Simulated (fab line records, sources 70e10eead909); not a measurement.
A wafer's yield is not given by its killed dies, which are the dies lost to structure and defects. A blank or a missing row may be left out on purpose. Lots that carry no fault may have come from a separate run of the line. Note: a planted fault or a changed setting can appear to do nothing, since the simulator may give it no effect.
Comparing a struck lot with a sound one    flow nand_harc    25 out of 1302 route steps
Sound: wafers L191.1, L191.3, L191.4. Struck: wafer L212.5 (L212.2, L212.4, from the same lot, were not struck and are left out); the cause is given at the end.
For every step that has rows: the tool of each side, followed by ch and its chambers, followed by its first start. Under that, the readings that differ: sound wafers    struck wafers    difference of the means    sigmas: that difference in standard deviations of wafers without a fault.
alike: words and numbers the same on both sides, and readings whose means are apart by under 2 such deviations; not compared: readings that were withheld, readings missing a value for some wafer, numbers with overlapping values and no deviation given by the record, and bounds like >300 which may hide the same value.
Wherever a step has rows on one side only, a row that says differs or no value, or a row with sigmas, the two part there. Numbers that don't overlap but have no deviation are shown without sigmas and don't part them. A reading that every wafer of one side lacks parts them only if that side has two wafers or more.

NHARC_P_CONTACT_DEP_30: deposits SiNx, target thk 30 nm.
  sound on pecvd-04 ch 1,2, day 5 16:19; struck on pecvd-04 ch 1, day 14 20:38
  alike: heater_power_w
then, 1 step without rows for these wafers: NHARC_P_CONTACT_DEP_00 (deposits SiO2, target thk 500 nm).
NHARC_P_CONTACT_CMP_01: polishes SiO2, target thk 200 nm.
  sound on cmp-01 ch 0,2,3, day 5 16:59; struck on cmp-01 ch 3, day 14 21:35
  alike: motor_current_A
then, 8 steps without rows for these wafers: NHARC_P_CONTACT_SRD_03; NHARC_P_CONTACT_DEHYDRATE_04 (time 120 s); NHARC_P_CONTACT_HMDS_05 (time 30 s); NHARC_P_CONTACT_COAT_33 (time 75 s); NHARC_P_CONTACT_COAT_34 (time 65 s); NHARC_P_CONTACT_COAT_06 (resist thk 90 nm); NHARC_P_CONTACT_SOFTBAKE_07 (time 55 s); NHARC_P_CONTACT_EBR_08.
NHARC_P_CONTACT_EXPOSE_09: exposes mask P CA, target cd 90 nm.
  sound on arfi_scanner-03 ch 0, day 5 17:41; struck on arfi_scanner-01 ch 0, day 14 22:17
  alike: mask, reticle_temp_C
then, 2 steps without rows for these wafers: NHARC_P_CONTACT_PEB_10 (peb time 65 s); NHARC_P_CONTACT_DEVELOP_11 (develop time 35 s).
NHARC_P_CONTACT_CD_MEAS_12: target cd 90 nm.
  sound on cd_sem-02 ch 0, day 5 17:50; struck on cd_sem-03 ch 0, day 14 22:26
reading     sound           struck  difference  sigmas
cd_nm (nm)  89.4 90.0 90.6  83.6    -6.4        -11
NHARC_P_CONTACT_OVL_MEAS_13:
  sound on overlay-01 at day 5 17:55; struck on overlay-02 at day 14 22:31
  alike: overlay_x_nm, overlay_y_nm
NHARC_P_CONTACT_INSPECT_14:
  sound on defect_inspect-02 at day 5 17:57; struck on defect_inspect-02 at day 14 22:34
  alike: raw_defect_count
NHARC_P_CONTACT_DESCUM_17: chemistry O2, time 3 s.
  sound on rie_diel-04 ch 0,2,3, day 5 18:01; struck on rie_diel-04 ch 0, day 14 22:38
reading                     sound              struck  difference  sigmas
model.P_CONTACT.cd_nm (nm)  90.49 90.02 90.31  83.7    -6.6        
  alike: drypump_motor_current_A, oes_product_au, rf_vpp_V, showerhead_plenum_p_Torr, throttle_valve_pct
  not compared: rf_hours_counter_h
NHARC_P_CONTACT_ETCH_35: etches the open film in CF4, target depth 39 nm, time 65 s.
  sound on rie_diel-04 ch 0,1,3, day 5 18:06; struck on rie_diel-04 ch 2, day 14 22:42
  alike: drypump_motor_current_A, oes_product_au, rf_vpp_V, showerhead_plenum_p_Torr, throttle_valve_pct
  not compared: rf_hours_counter_h
NHARC_P_CONTACT_ETCH_36: etches the open film in N2/H2, target depth 260 nm, time 406.25 s.
  sound on rie_diel-04 ch 1,2,3; struck on rie_diel-04 ch 1
  alike: drypump_motor_current_A, n2_flow_sccm, oes_product_au, rf_vpp_V, showerhead_plenum_p_Torr, throttle_valve_pct
  not compared: rf_hours_counter_h
NHARC_P_CONTACT_ETCH_18: etches the open film in C4F8/O2/Ar, target depth 481 nm, time 240.5 s.
  sound on rie_diel-04 ch 0,1,2; struck on rie_diel-04 ch 2
  alike: oes_product_au, rf_vpp_V
  not compared: rf_hours_counter_h
then, 1 step without rows for these wafers: NHARC_P_CONTACT_STRIP_37 (strips in C4F8/O2/Ar).
NHARC_P_CONTACT_ETCH_31: etches the open film in CH3F/O2, target depth 30 nm, time 85.7 s.
  sound on rie_diel-04 ch 0,1,2; struck on rie_diel-04 ch 2
reading                     sound                 struck  difference  sigmas
throttle_valve_pct (%)      20.672 20.674 20.659  20.646  -0.022      -2
model.P_CONTACT.cd_nm (nm)  89.65 90.74 93.31     84.08   -7.15       
  alike: drypump_motor_current_A, oes_product_au, rf_vpp_V, showerhead_plenum_p_Torr
  not compared: rf_hours_counter_h
NHARC_P_CONTACT_CD_MEAS_19:
  sound on cd_sem-02 at day 5 18:53; struck on cd_sem-03 at day 14 23:30
reading     sound           struck  difference  sigmas
cd_nm (nm)  89.7 90.8 93.4  84.1    -7.2        -5
-- the record jumps here: 19 days lie between the struck wafers' starts before and after (it left off in module P_CONTACT and takes up again in module END, whose first step shown is number 1302 of the route) --
NHARC_END_SORT_01:
  sound on prober-01 ch 0, day 23 23:53; struck on prober-01 ch 0, day 33 13:01
  alike: killed_at_array, killed_at_other, killed_at_periphery, killed_dies, killed_open, killed_short

== WHERE THEY PART ==
First at NHARC_P_CONTACT_CD_MEAS_12; last, within this record, at NHARC_P_CONTACT_CD_MEAS_19. Later steps at which nothing parts them and some readings are alike: NHARC_END_SORT_01.

WHY: whatever the simulator had introduced
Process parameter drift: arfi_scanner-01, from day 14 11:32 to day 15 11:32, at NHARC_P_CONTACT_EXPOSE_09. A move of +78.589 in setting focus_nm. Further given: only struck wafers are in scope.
